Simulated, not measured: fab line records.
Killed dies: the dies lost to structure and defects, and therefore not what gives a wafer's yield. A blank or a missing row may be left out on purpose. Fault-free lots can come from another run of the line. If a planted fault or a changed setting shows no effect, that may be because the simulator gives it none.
Matching of chambers + flow n5-finfet + pecvd-03 running N5_PASSIVATION_PECVD_00: 3 sister chambers
The step deposits SiO2 from SiH4/N2O, target thk 200 nm, time 11.2 s. 18 wafers are shown with their chamber, then 9 later ones without.

WAFERS PAIRED WITH THEIR CHAMBERS
| wafer  | chamber | throttle-valve-pct (%) | showerhead-plenum-p-Torr (Torr) | heater-power-outer-w (W) |
|--------|---------|------------------------|---------------------------------|--------------------------|
| L076.3 | 0       | 47.9                   | 8.27                            | 411                      |
| L076.4 | 2       | 48.5                   | 8.23                            | 276                      |
| L076.6 | 1       | 52.7                   | 8.37                            | 598                      |
| L075.1 | 1       | 52.5                   | 8.35                            | 582                      |
| L075.5 | 0       | 47.6                   | 8.24                            | 431                      |
| L075.6 | 1       | 52.3                   | 8.35                            | 586                      |
| L078.1 | 2       | 48.3                   | 8.27                            | 342                      |
| L078.5 | 1       | 52.6                   | 8.35                            | 578                      |
| L078.6 | 2       | 48.5                   | 8.21                            | 358                      |
| L077.3 | 0       | 47.7                   | 8.27                            | 445                      |
| L077.4 | 0       | 47.6                   | 8.25                            | 443                      |
| L077.6 | 2       | 48.5                   | 8.24                            | 328                      |
| L083.1 | 0       | 47.8                   | 8.24                            | 417                      |
| L083.3 | 1       | 52.5                   | 8.36                            | 496                      |
| L083.5 | 2       | 48.6                   | 8.22                            | 346                      |
| L091.1 | 0       | 48.4                   | 8.25                            | 365                      |
| L091.2 | 2       | 48.8                   | 8.21                            | 336                      |
| L091.6 | 1       | 52.5                   | 8.34                            | 522                      |

SIGNATURES (means of the wafers above)
| reading                  | chamber 0 | chamber 1 | chamber 2 | scatter within a chamber |
|--------------------------|-----------|-----------|-----------|--------------------------|
| throttle-valve-pct       | 47.833    | 52.517    | 48.533    | 0.212                    |
| showerhead-plenum-p-Torr | 8.2533    | 8.3533    | 8.2300    | 0.0165                   |
| heater-power-outer-w     | 418.67    | 560.33    | 331.00    | 33.6                     |
Rule: a wafer lies at a distance from a chamber equal to the root of the sum of squares, over the readings, of (its reading less the chamber's mean, divided by the reading's scatter). The wafer belongs to the nearest chamber; if the next one is less than 2 further off, it can't be placed. The scatter is the square root of a quotient: the sum, over the shown wafers, of each reading's squared deviation from its chamber's mean, divided by wafers minus chambers.

WAFERS WITHOUT THEIR CHAMBER
| wafer  | throttle-valve-pct (%) | showerhead-plenum-p-Torr (Torr) | heater-power-outer-w (W) |
|--------|------------------------|---------------------------------|--------------------------|
| L093.2 | 52.5                   | 8.35                            | 577                      |
| L093.4 | 48.4                   | 8.24                            | 437                      |
| L093.5 | 52.7                   | 8.36                            | 582                      |
| L094.1 | 48.1                   | 8.27                            | 426                      |
| L094.2 | 48.8                   | 8.23                            | 329                      |
| L094.4 | 48.3                   | 8.26                            | 328                      |
| L096.1 | 49.0                   | 8.22                            | 299                      |
| L096.2 | 48.0                   | 8.26                            | 392                      |
| L096.3 | 52.3                   | 8.37                            | 590                      |

THE CHAMBER EACH PASSED THROUGH
| wafer  | from the rows above     | in truth |
|--------|-------------------------|----------|
| L093.2 | 1                       | 1        |
| L093.4 | can't be placed: 0 or 2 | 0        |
| L093.5 | 1                       | 1        |
| L094.1 | 0                       | 0        |
| L094.2 | 2                       | 2        |
| L094.4 | can't be placed: 2 or 0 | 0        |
| L096.1 | 2                       | 2        |
| L096.2 | 0                       | 0        |
| L096.3 | 1                       | 1        |
Correct placement for 7 of the 9. Cannot be placed on the basis of these rows: 2; the candidates contain the true chamber in 2. Number placed wrongly: 0.
